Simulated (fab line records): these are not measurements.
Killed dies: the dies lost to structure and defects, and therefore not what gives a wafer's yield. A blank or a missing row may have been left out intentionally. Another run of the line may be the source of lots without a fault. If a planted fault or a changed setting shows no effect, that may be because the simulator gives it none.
fab line records    flow n5-finfet    part 1 of 2: steps 1 to 4 of 6
record: lots: 24  wafers: 72  last-day: 17
route steps=1938 shown WELL_APT@31 PMOS_HMC_CHANNEL_EPI@66 FIN_SAQP@98
lots with no fault: from the same line, run without faults
start-h: hours from the record's opening day to when the first of the lot's shown wafers began    wait-h: how many hours have passed since the lot's step before this one    " same as the row above    L1.1+2: a row that stands for several wafers    - value missing, or start not given    * or withheld: withheld    < > ~ a bound
route shown NAME@n: a module of which the file shows steps, and the number in the route of the first    usual: the fault-free wafers' mean and standard deviation    same: alike in all rows    chamber/n: place in a boat    sites: readings site by site    _std_site: the standard deviation of these    _edge_site: mean of outer sites minus mean of inner sites    radius-mm: how far each site lies from the wafer's centre    mask NAME#n: copy n    behind: the most recent tool/chamber to have shaped the wafer    hold: what put the lot on hold/how long, in hours/how the hold closed    device: transistor that didn't switch, given as n, p or np    end of line: the tests these same wafers got at the end of their route    a step without rows: its recipe alone    killed: dies lost to structure and defects at the first sort, not the wafer's yield    map: shows each die of a wafer: x if killed, . if not, _ if none is there
set.NAME: the run value of the setting; set.NAME@STEP: its run value at that earlier step    model.NAME: the simulator's own value behind a step, which no gauge read
one table for each step of the route and one row for each wafer, over a sample of lots
services: from which hour (start-h, from the record's first day; less than 0 if before it) a tool's chamber was out of use, for how many hours, and why
== steps ==
step: N5_WELL_APT_DESCUM_13
recipe: chemistry: O2  time-s: 7.9  source-power-w: 50  bias-power-w: 20  pressure-mtorr: 20  rf-frequency-hz: 2.712e+07  temp-c: 40  o2-flow-sccm: 225
usual: drypump-motor-current-A: 5.6/0.42  oes-product-au: 0.82/0.1  rf-fwd-power-W: 49.68/0.17  rf-vpp-V: 243.1/1.3  showerhead-plenum-p-Torr: 2.09/0.062  throttle-valve-pct: 20.40/0.24
lot.wafer  tool         chamber  start-h  wait-h  drypump-motor-current-A  oes-product-au  rf-fwd-power-W  rf-hours-counter-h  rf-vpp-V  showerhead-plenum-p-Torr  throttle-valve-pct
L074.2     rie-diel-05  1        13.99    0.2     5.5                      0.78            49.66           136                 244.2     2.08                      20.62
L074.4     "            3        "        "       5.6                      0.77            49.84           133                 242.8     2.10                      20.41
L074.5     "            1        "        "       5.5                      0.79            49.55           -                   244.0     2.08                      20.60
L075.1     rie-diel-03  3        20.44    0.5     5.6                      0.91            49.45           39                  244.6     2.21                      20.29
L075.3     "            2        "        "       5.9                      0.70            49.65           236                 243.8     2.07                      20.59
L075.6     "            1        "        "       6.7                      0.72            49.77           -                   242.7     2.08                      20.73
L076.1     rie-diel-03  1        25.94    0.2     6.7                      0.72            49.64           232                 243.5     2.08                      20.75
L076.2     "            2        "        "       5.9                      0.71            49.67           238                 240.8     2.07                      20.60
L076.3     "            0        "        "       5.5                      0.72            49.69           194                 242.3     2.00                      20.28
L077.2     rie-diel-01  1        31.79    0.0     5.6                      0.69            49.52           242                 243.2     2.13                      20.30
L077.3     "            0        "        "       5.1                      0.95            49.77           9                   242.2     2.08                      20.12
L077.6     "            1        "        "       5.6                      0.69            49.82           -                   243.6     2.13                      20.29
L078.2     rie-diel-03  1        37.80    0.1     6.7                      0.71            49.98           238                 242.6     2.08                      20.76
L078.3     "            3        "        "       5.7                      0.90            49.75           46                  245.3     2.21                      20.31
L078.5     "            2        "        "       5.9                      0.70            49.64           -                   242.3     2.07                      20.61
L079.1     rie-diel-05  3        43.80    0.0     5.6                      0.76            49.44           139                 244.0     2.10                      20.43
L079.4     "            1        "        "       5.5                      0.78            49.66           142                 243.2     2.08                      20.63
L079.6     "            0        "        "       5.5                      0.90            49.58           -                   244.7     2.23                      20.05
L080.2     rie-diel-01  3        49.97    0.4     5.2                      0.99            49.80           1                   241.4     2.07                      20.46
L080.3     "            0        "        "       5.1                      0.92            49.39           18                  242.2     2.07                      20.12
L080.6     "            0        "        "       5.1                      0.93            49.54           -                   241.2     2.07                      20.14
L081.2     rie-diel-05  0        55.83    0.0     5.5                      0.87            49.41           26                  245.2     2.23                      20.05
L081.3     "            3        "        "       5.6                      0.76            49.69           144                 244.4     2.09                      20.43
L081.4     "            0        "        "       5.6                      0.87            49.60           -                   244.8     2.23                      20.06
L082.1     rie-diel-01  3        61.80    0.1     5.2                      0.96            50.07           6                   243.5     2.07                      20.48
L082.2     "            2        "        "       5.8                      0.74            49.81           180                 243.5     2.07                      20.72
L082.4     "            3        "        "       5.2                      0.96            49.87           -                   243.0     2.07                      20.46
L083.1     rie-diel-01  0        68.25    0.0     5.1                      0.91            49.65           25                  244.5     2.07                      20.16
L083.3     "            3        "        "       5.2                      0.95            49.76           9                   242.0     2.07                      20.48
L083.6     "            3        "        "       5.2                      0.95            49.91           -                   242.5     2.07                      20.46
L084.1     rie-diel-03  1        73.92    0.1     6.8                      0.70            49.66           252                 243.2     2.07                      20.78
L084.5     "            1        "        "       6.7                      0.70            49.75           -                   242.2     2.07                      20.76
L084.6     "            0        "        "       5.5                      0.70            49.80           -                   240.8     1.99                      20.31
L085.4     rie-diel-01  1        80.62    0.6     5.6                      1.00            49.89           2                   242.2     2.13                      19.86
L085.5     "            2        "        "       5.8                      0.73            49.29           -                   242.9     2.07                      20.74
L085.6     "            3        "        "       5.2                      0.93            49.74           -                   242.4     2.06                      20.47
L086.1     rie-diel-03  0        86.33    0.2     5.5                      0.69            49.96           220                 241.4     1.99                      20.32
L086.3     "            2        "        "       5.9                      0.96            49.74           3                   241.6     2.07                      20.38
L086.4     "            3        "        "       5.6                      0.87            49.40           -                   244.4     2.20                      20.33
L087.2     rie-diel-01  3        91.85    0.1     5.2                      0.92            49.60           18                  243.8     2.06                      20.50
L087.5     "            0        "        "       5.1                      0.89            49.50           -                   242.8     2.07                      20.16
L087.6     "            3        "        "       5.2                      0.92            49.79           -                   242.6     2.06                      20.50
L088.1     rie-diel-03  2        97.98    0.1     5.9                      0.95            49.66           7                   242.4     2.06                      20.41
L088.2     "            0        "        "       5.5                      0.69            49.86           224                 242.3     1.99                      20.33
L088.6     "            2        "        "       6.0                      0.94            49.83           -                   243.7     2.06                      20.40
L089.1     rie-diel-05  2        103.89   0.0     6.2                      0.71            49.89           196                 243.0     2.14                      20.41
L089.3     "            0        "        "       5.5                      0.85            49.41           43                  244.8     2.23                      20.08
L089.5     "            1        "        "       5.5                      0.76            49.68           -                   243.7     2.07                      20.67
L090.3     rie-diel-03  2        110.21   0.0     5.9                      0.93            49.39           12                  242.5     2.06                      20.40
L090.4     "            3        "        "       5.6                      0.86            49.79           75                  245.0     2.20                      20.36
L090.6     "            0        "        "       5.5                      0.69            50.18           -                   240.5     1.99                      20.34
L091.1     rie-diel-01  0        115.96   0.0     5.1                      0.88            49.46           46                  244.1     2.06                      20.19
L091.3     "            3        "        "       5.2                      0.91            49.88           29                  242.5     2.06                      20.51
L091.5     "            0        "        "       5.1                      0.87            49.37           -                   241.0     2.06                      20.19
L092.1     rie-diel-05  2        121.77   0.0     6.1                      0.72            49.74           202                 243.9     2.14                      20.41
L092.2     "            3        "        "       5.6                      0.75            49.78           169                 241.3     2.08                      20.46
L092.6     "            1        "        "       5.5                      0.76            49.84           -                   243.4     2.07                      20.67
L093.1     rie-diel-01  1        127.80   0.0     5.5                      0.95            49.62           13                  244.0     2.12                      19.88
L093.3     "            3        "        "       5.2                      0.89            49.94           33                  241.5     2.06                      20.52
L093.4     "            2        "        "       5.8                      0.72            49.69           206                 243.2     2.06                      20.77
L094.1     rie-diel-01  3        135.20   1.1     5.2                      0.89            49.92           36                  243.1     2.06                      20.53
L094.5     "            3        "        "       5.2                      0.89            49.69           -                   241.8     2.06                      20.52
L094.6     "            0        "        "       5.1                      0.85            49.32           -                   242.4     2.06                      20.20
L095.2     rie-diel-01  2        140.58   1.0     5.8                      0.71            49.79           213                 241.6     2.06                      20.77
L095.3     "            0        "        "       5.1                      0.85            49.47           56                  242.5     2.06                      20.21
L095.5     "            1        "        "       5.6                      0.93            49.92           -                   244.4     2.12                      19.89
L096.1     rie-diel-05  2        145.91   0.0     6.1                      0.69            49.65           213                 243.0     2.14                      20.42
L096.2     "            0        "        "       5.5                      0.83            49.76           55                  246.0     2.22                      20.10
L096.5     "            2        "        "       6.1                      0.69            49.58           -                   243.7     2.14                      20.41
L097.2     rie-diel-03  1        152.10   0.1     6.7                      0.95            49.67           14                  242.3     2.07                      20.39
L097.3     "            2        "        "       5.9                      0.90            49.56           22                  242.2     2.06                      20.41
L097.6     "            1        "        "       6.8                      0.94            49.78           -                   242.6     2.07                      20.38
step: N5_PMOS_HMC_CHANNEL_EPI_OVL_MEAS_10
recipe: points-per-wafer: 44
usual: PMOS_HMC_BLK_OVL: 0.1/0.73
lot.wafer  tool        chamber  start-h  wait-h  PMOS_HMC_BLK_OVL[nm]
L074.2     overlay-01  0        17.52    0.0     0.7
L074.4     "           0        "        "       -0.1
L074.5     "           0        "        "       0.0
L075.1     overlay-02  0        23.82    0.0     0.8
L075.3     "           0        "        "       1.5
L075.6     "           0        "        "       0.8
L076.1     overlay-01  0        30.71    0.0     -0.7
L076.2     "           0        "        "       -1.3
L076.3     "           0        "        "       -0.2
L077.2     overlay-01  0        35.45    0.0     0.9
L077.3     "           0        "        "       1.2
L077.6     "           0        "        "       0.9
L078.2     overlay-01  0        41.32    0.0     0.3
L078.3     "           0        "        "       -1.0
L078.5     "           0        "        "       0.4
L079.1     overlay-01  0        47.12    0.0     0.8
L079.4     "           0        "        "       0.4
L079.6     "           0        "        "       1.3
L080.2     overlay-02  0        53.60    0.0     0.6
L080.3     "           0        "        "       0.5
L080.6     "           0        "        "       0.7
L081.2     overlay-01  0        59.87    0.0     -0.2
L081.3     "           0        "        "       -0.8
L081.4     "           0        "        "       0.0
L082.1     overlay-02  0        65.15    0.0     0.1
L082.2     "           0        "        "       0.1
L082.4     "           0        "        "       -0.2
L083.1     overlay-01  0        72.00    0.0     1.1
L083.3     "           0        "        "       -0.2
L083.6     "           0        "        "       -0.3
L084.1     overlay-01  0        77.37    0.0     0.1
L084.5     "           0        "        "       1.0
L084.6     "           0        "        "       0.2
L085.4     overlay-01  0        84.04    0.0     -0.1
L085.5     "           0        "        "       -0.1
L085.6     "           0        "        "       0.1
L086.1     overlay-01  0        89.58    0.0     -0.7
L086.3     "           0        "        "       -0.1
L086.4     "           0        "        "       0.4
L087.2     overlay-02  0        95.32    0.0     0.5
L087.5     "           0        "        "       -0.7
L087.6     "           0        "        "       0.2
L088.1     overlay-02  0        101.15   0.0     -1.2
L088.2     "           0        "        "       -0.9
L088.6     "           0        "        "       -0.6
L089.1     overlay-02  0        107.21   0.0     -0.7
L089.3     "           0        "        "       -0.5
L089.5     "           0        "        "       -0.3
L090.3     overlay-01  0        113.91   0.0     -0.8
L090.4     "           0        "        "       -0.2
L090.6     "           0        "        "       -1.1
L091.1     overlay-02  0        119.56   0.0     0.7
L091.3     "           0        "        "       0.9
L091.5     "           0        "        "       -0.6
L092.1     overlay-02  0        125.56   0.0     -1.2
L092.2     "           0        "        "       -0.4
L092.6     "           0        "        "       -0.4
L093.1     overlay-01  0        131.54   0.0     -0.4
L093.3     "           0        "        "       -0.1
L093.4     "           0        "        "       0.3
L094.1     overlay-01  0        139.16   0.0     0.4
L094.5     "           0        "        "       0.9
L094.6     "           0        "        "       1.0
L095.2     overlay-01  0        143.91   0.0     0.5
L095.3     "           0        "        "       -0.3
L095.5     "           0        "        "       0.0
L096.1     overlay-02  0        149.24   0.0     0.6
L096.2     "           0        "        "       0.5
L096.5     "           0        "        "       1.0
L097.2     overlay-01  0        155.46   0.0     -0.3
L097.3     "           0        "        "       -1.1
L097.6     "           0        "        "       -0.9
step: N5_PMOS_HMC_CHANNEL_EPI_STRIP_33
recipe: chemistry: N2/H2  power-w: 500  temp-c: 40  pressure-mtorr: 50  rf-frequency-hz: 6e+07  overash-fraction: 0.3  bias-power-w: 8  h2-frac: 0.5  n2-flow-sccm: 300  h2-flow-sccm: 300
usual: drypump-motor-current-A: 5.7/0.35  oes-product-au: 0.83/0.08  rf-vpp-V: 54.4/1.7  showerhead-plenum-p-Torr: 3.40/0.13  throttle-valve-pct: 18.8/0.31
lot.wafer  tool         chamber  start-h  wait-h  drypump-motor-current-A  oes-product-au  rf-hours-counter-h  rf-vpp-V  showerhead-plenum-p-Torr  throttle-valve-pct
L074.2     rie-diel-06  1        17.83    0.0     6.2                      0.95            3                   54.5      3.32                      18.5
L074.4     "            2        "        "       6.0                      0.89            35                  56.2      3.54                      18.4
L074.5     "            1        "        "       6.2                      0.97            -                   56.0      3.32                      18.5
L075.1     rie-diel-06  1        24.01    0.0     6.2                      0.95            5                   56.3      3.32                      18.6
L075.3     "            3        "        "       5.6                      0.79            117                 54.0      3.51                      18.6
L075.6     "            0        "        "       5.6                      0.75            -                   54.7      3.22                      18.9
L076.1     rie-diel-04  0        30.90    0.0     5.7                      0.69            220                 52.9      3.32                      18.8
L076.2     "            1        "        "       5.5                      0.75            162                 54.1      3.33                      18.7
L076.3     "            2        "        "       5.4                      0.88            42                  52.5      3.26                      19.1
L077.2     rie-diel-06  1        35.64    0.0     6.2                      0.92            7                   51.3      3.32                      18.6
L077.3     "            3        "        "       5.6                      0.80            119                 54.5      3.51                      18.6
L077.6     "            2        "        "       6.0                      0.90            -                   53.8      3.54                      18.4
L078.2     rie-diel-02  1        41.57    0.0     5.6                      1.00            4                   56.8      3.60                      19.0
L078.3     "            2        "        "       6.5                      0.86            36                  56.4      3.29                      19.1
L078.5     "            1        "        "       5.6                      1.00            -                   53.5      3.60                      19.1
L079.1     rie-diel-04  0        47.31    0.0     5.7                      0.69            225                 54.8      3.32                      18.8
L079.4     "            2        "        "       5.3                      0.87            48                  53.2      3.26                      19.1
L079.6     "            2        "        "       5.3                      0.87            -                   56.0      3.26                      19.2
L080.2     rie-diel-06  2        53.79    0.0     6.0                      0.86            44                  56.3      3.53                      18.3
L080.3     "            3        "        "       5.6                      0.79            125                 54.2      3.50                      18.6
L080.6     "            3        "        "       5.6                      0.79            -                   56.5      3.50                      18.6
L081.2     rie-diel-02  1        60.06    0.0     5.7                      0.98            9                   53.5      3.59                      19.1
L081.3     "            2        "        "       6.5                      0.87            41                  55.8      3.28                      19.1
L081.4     "            3        "        "       5.9                      0.87            33                  55.0      3.55                      18.1
L082.1     rie-diel-02  2        65.34    0.0     6.5                      0.85            43                  50.7      3.28                      19.1
L082.2     "            0        "        "       5.1                      0.79            125                 54.3      3.52                      18.9
L082.4     "            1        "        "       5.6                      0.96            11                  55.5      3.59                      19.1
L083.1     rie-diel-06  1        72.19    0.0     6.2                      0.91            17                  53.1      3.32                      18.6
L083.3     "            3        "        "       5.6                      0.78            131                 50.7      3.50                      18.6
L083.6     "            2        "        "       6.0                      0.86            -                   53.6      3.53                      18.4
L084.1     rie-diel-02  1        77.80    0.0     5.6                      0.95            15                  55.0      3.59                      19.1
L084.5     "            3        "        "       5.9                      0.89            -                   56.0      3.55                      18.1
L084.6     "            0        "        "       5.1                      0.78            -                   53.8      3.51                      18.9
L085.4     rie-diel-04  0        84.29    0.0     5.7                      0.69            -                   57.4      3.31                      18.8
L085.5     "            2        "        "       5.3                      0.86            -                   53.1      3.25                      19.2
L085.6     "            1        "        "       5.6                      0.73            -                   54.5      3.32                      18.8
L086.1     rie-diel-04  1        89.93    0.0     5.6                      0.73            178                 54.3      3.32                      18.8
L086.3     "            2        "        "       5.3                      0.87            66                  53.0      3.25                      19.2
L086.4     "            0        "        "       5.6                      0.69            -                   54.8      3.31                      18.9
L087.2     rie-diel-06  2        95.51    0.0     6.0                      0.86            55                  53.0      3.53                      18.4
L087.5     "            1        "        "       6.2                      0.89            -                   53.3      3.31                      18.6
L087.6     "            0        "        "       5.6                      0.75            -                   53.0      3.21                      18.9
L088.1     rie-diel-02  0        101.34   0.0     5.1                      0.78            132                 55.4      3.51                      18.9
L088.2     "            3        "        "       5.9                      0.87            48                  56.1      3.54                      18.1
L088.6     "            1        "        "       5.7                      0.94            -                   56.9      3.59                      19.1
L089.1     rie-diel-04  1        107.40   0.0     5.6                      0.74            186                 55.4      3.31                      18.7
L089.3     "            3        "        "       6.0                      0.95            3                   53.9      3.42                      19.1
L089.5     "            2        "        "       5.4                      0.86            -                   51.7      3.25                      19.2
L090.3     rie-diel-04  3        114.10   0.0     6.0                      0.96            5                   55.0      3.41                      19.1
L090.4     "            2        "        "       5.4                      0.84            -                   53.6      3.25                      19.2
L090.6     "            3        "        "       6.0                      0.95            -                   56.2      3.41                      19.1
L091.1     rie-diel-06  2        119.75   0.0     6.1                      0.86            62                  53.7      3.52                      18.4
L091.3     "            3        "        "       5.5                      0.77            143                 55.8      3.49                      18.6
L091.5     "            3        "        "       5.6                      0.77            -                   53.4      3.49                      18.6
L092.1     rie-diel-06  3        125.75   0.0     5.6                      0.78            145                 58.5      3.49                      18.7
L092.2     "            0        "        "       5.6                      0.72            181                 53.7      3.20                      18.9
L092.6     "            1        "        "       6.2                      0.86            -                   54.0      3.31                      18.6
L093.1     rie-diel-02  0        131.73   0.0     5.1                      0.79            142                 54.7      3.51                      18.9
L093.3     "            3        "        "       5.9                      0.84            58                  54.3      3.54                      18.2
L093.4     "            1        "        "       5.7                      0.92            30                  57.8      3.58                      19.1
L094.1     rie-diel-06  3        139.65   0.0     5.7                      0.76            149                 52.7      3.49                      18.6
L094.5     "            1        "        "       6.2                      0.88            -                   55.6      3.31                      18.6
L094.6     "            2        "        "       6.0                      0.84            -                   56.5      3.52                      18.4
L095.2     rie-diel-04  3        144.41   0.0     6.0                      0.93            16                  54.4      3.41                      19.1
L095.3     "            0        "        "       5.7                      0.97            2                   52.8      3.30                      18.4
L095.5     "            1        "        "       5.6                      0.71            -                   53.5      3.31                      18.8
L096.1     rie-diel-06  2        149.43   0.0     6.0                      0.84            71                  57.3      3.52                      18.4
L096.2     "            0        "        "       5.6                      0.73            188                 52.0      3.20                      18.9
L096.5     "            0        "        "       5.6                      0.73            -                   54.6      3.20                      18.9
L097.2     rie-diel-06  0        155.65   0.0     5.6                      0.71            190                 52.8      3.20                      18.9
L097.3     "            3        "        "       5.6                      0.75            153                 53.3      3.49                      18.6
L097.6     "            2        "        "       6.1                      0.82            -                   56.4      3.52                      18.4
step: N5_PMOS_HMC_CHANNEL_EPI_CMP_21
recipe: material: SiGe30  post-cmp-clean: alkaline-brush  target-thk-nm: 54
usual: motor-current-A: 11.8/1.5
lot.wafer  tool    chamber  start-h  wait-h  motor-current-A
L074.2     cmp-03  1        19.71    0.0     12.2
L074.4     "       3        "        "       13.0
L074.5     "       1        "        "       12.6
L075.1     cmp-03  1        25.88    0.0     12.1
L075.3     "       3        "        "       12.7
L075.6     "       2        "        "       12.2
L076.2     cmp-04  1        32.73    0.0     11.3
L076.3     "       3        "        "       12.9
L076.1     "       0        "        "       10.8
L077.2     cmp-01  2        37.47    0.0     15.6
L077.3     "       1        "        "       12.7
L077.6     "       3        "        "       9.7
L078.2     cmp-01  3        43.41    0.0     9.6
L078.3     "       1        "        "       12.3
L078.5     "       3        "        "       9.6
L079.4     cmp-04  1        49.21    0.1     12.3
L079.1     "       2        "        "       10.6
L079.6     "       0        "        "       10.8
L080.3     cmp-01  0        55.62    0.0     11.4
L080.2     "       1        "        "       11.5
L080.6     "       1        "        "       12.4
L081.4     cmp-03  2        61.92    0.1     13.2
L081.3     "       3        "        "       14.0
L081.2     "       0        "        "       11.1
L082.1     cmp-04  2        67.57    0.0     10.1
L082.2     "       3        "        "       12.5
L082.4     "       0        "        "       10.3
L083.1     cmp-01  1        74.54    0.1     12.5
L083.3     "       2        "        "       15.2
L083.6     "       0        "        "       11.0
L084.1     cmp-04  3        79.63    0.0     12.6
L084.5     "       3        "        "       12.1
L084.6     "       0        "        "       10.7
L085.4     cmp-01  1        86.46    0.1     12.6
L085.5     "       2        "        "       15.8
L085.6     "       3        "        "       9.3
L086.1     cmp-03  1        91.76    0.0     12.6
L086.4     "       2        "        "       12.4
L086.3     "       0        "        "       10.9
L087.2     cmp-03  3        99.06    0.1     13.2
L087.6     "       1        "        "       12.2
L087.5     "       2        "        "       13.6
L088.1     cmp-01  0        103.61   0.1     11.7
L088.2     "       2        "        "       15.0
L088.6     "       0        "        "       10.4
L089.3     cmp-03  2        109.75   0.1     13.3
L089.1     "       3        "        "       13.4
L089.5     "       0        "        "       11.4
L090.4     cmp-01  1        116.38   0.1     12.2
L090.3     "       3        "        "       9.6
L090.6     "       0        "        "       11.1
L091.1     cmp-04  2        122.10   0.0     10.0
L091.3     "       0        "        "       10.6
L091.5     "       2        "        "       10.3
L092.1     cmp-04  3        128.60   0.1     11.8
L092.2     "       1        "        "       10.9
L092.6     "       3        "        "       13.0
L093.1     cmp-01  3        133.65   0.0     9.3
L093.4     "       1        "        "       12.5
L093.3     "       2        "        "       15.4
L094.1     cmp-03  0        141.56   0.1     10.8
L094.5     "       2        "        "       12.3
L094.6     "       3        "        "       13.8
L095.2     cmp-01  1        146.40   0.1     12.2
L095.3     "       3        "        "       10.0
L095.5     "       1        "        "       13.0
L096.2     cmp-04  1        151.31   0.1     11.4
L096.1     "       2        "        "       10.2
L096.5     "       1        "        "       11.4
L097.2     cmp-01  2        157.56   0.0     14.4
L097.3     "       3        "        "       9.6
L097.6     "       3        "        "       9.8
